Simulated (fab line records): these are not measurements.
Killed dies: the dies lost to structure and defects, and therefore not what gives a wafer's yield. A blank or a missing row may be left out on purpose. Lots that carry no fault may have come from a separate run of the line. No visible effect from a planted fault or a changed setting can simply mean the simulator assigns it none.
Problem report in the 8D (eight disciplines) form, filled by code	flow n5_finfet	the parts of the form that need people (team, actions taken, sign-off) are left out

## 1. WHAT IS WRONG
Mean of killed_at_M0_to_M3 at N5_PASSIVATION_PROBE_49: 1168 across 6 wafers in 2 lots; on wafers with no fault it is 34 (standard deviation 11). So: +99 or more standard deviations from the usual mean.
Earliest sighting: wafer L430.2 on prober-01 at day 18 15:42. Wafers with a number at this step in the record: 9, from 3 lots. By rule, "out" or "out of limits" means more than 4 standard deviations away from the usual mean. Any other wafer with a number is counted as sound.

## 2. WHAT IT IS AND WHAT IT IS NOT
question	is	is not
which readings at this step	killed_at_M0_to_M3, defect_limited_yield, killed_dies, killed_on_rim, killed_open, sort_bin_5_function, sort_n_pass, sort_yield_pct	killed_at_contacts, killed_at_other, sort_bin_6_memory, sort_bin_8_speed
which lots	L429, L430	L426
which wafers of those lots	all that have a number	-
read on which tools	prober-01, prober-02	-
when	from day 18 15:42	up to then (3 sound wafers)

## 3. THE SUSPECTS, EACH WITH WHAT RULES IT OUT
Counting: a tool at a process step up to the reading stays a suspect if it ran every lot that is out and no sound lot after the first of them.
- pecvd-03 at N5_BEOL_M2_ILD_DEP_00 (deposits SiOC from DEMS/O2, target thk 79 nm, time 15.3 s): kept. It ran every lot that is out, first L430 (day 10 11:43), and no sound lot after that.
Remaining after the count: pecvd-03 at N5_BEOL_M2_ILD_DEP_00.

## 4. THE CAUSE (what the simulator had put in)
Skipped step whole: pecvd-03, from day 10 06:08 on, at N5_BEOL_M2_ILD_DEP_00. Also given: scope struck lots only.
This tool alone remained once counting was done.

## 5. THE EFFECT CHAIN, in route order
Rows list readings where the struck wafers' mean (over those with a number) sits beyond 3 standard deviations from the usual. Only readings for which the record gives a usual standard deviation are gone through. hours: the time from each lot's start at the first step in this table that gives one to its start at this step, as a median over the lots. sigmas: the change in usual standard deviations.
hours	step	reading	usual	on struck wafers	change	sigmas
0	N5_PASSIVATION_PROBE_49	defect_limited_yield	91.5 %	0.0	-91.5	-65
0	N5_PASSIVATION_PROBE_49	killed_at_M0_to_M3	34	1168	+1134	+99 or more
0	N5_PASSIVATION_PROBE_49	killed_dies	101	1180	+1079	+63
0	N5_PASSIVATION_PROBE_49	killed_on_rim	13	152	+139	+35
0	N5_PASSIVATION_PROBE_49	killed_open	66	12	-54	-4.5
0	N5_PASSIVATION_PROBE_49	killed_short	33	4	-29	-3.7
0	N5_PASSIVATION_PROBE_49	sort_bin_5_function	5.0 %	72.9	+67.9	+70
0	N5_PASSIVATION_PROBE_49	sort_n_pass	1079	0	-1079	-63
0	N5_PASSIVATION_PROBE_49	sort_yield_pct	91.4 %	0.0	-91.4	-65
The process steps in it:
- N5_PASSIVATION_PROBE_49
Readings that are blank on the struck wafers while sound wafers have them: chamber_pressure_Torr at N5_BEOL_M2_ILD_DEP_00; heater_power_outer_w at N5_BEOL_M2_ILD_DEP_00; heater_power_w at N5_BEOL_M2_ILD_DEP_00; showerhead_plenum_p_Torr at N5_BEOL_M2_ILD_DEP_00; throttle_valve_pct at N5_BEOL_M2_ILD_DEP_00; trench_depth_nm at N5_BEOL_M2_OCD_MEAS_38.

## 6. HOW IT WOULD HAVE BEEN CAUGHT EARLIER
In this record no reading fell out of limits until day 18 15:42, 202 hours after the fault had begun at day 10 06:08.
Between N5_BEOL_M2_ILD_DEP_00 and N5_PASSIVATION_PROBE_49, N5_BEOL_M2_OCD_MEAS_38 gave no trench_depth_nm on the struck wafers, where sound wafers have one: a measuring or inspecting step that comes back empty is itself a sign.
At N5_BEOL_M2_ILD_DEP_00 the tool's readings are blank on the struck wafers, where sound wafers have them: an empty tool record is the first sign, and it was there at once.
All the lots that are out (2) had begun N5_BEOL_M2_ILD_DEP_00 on pecvd-03 by day 18 15:42. Had the tool been put on hold then, not one of them would have been saved.
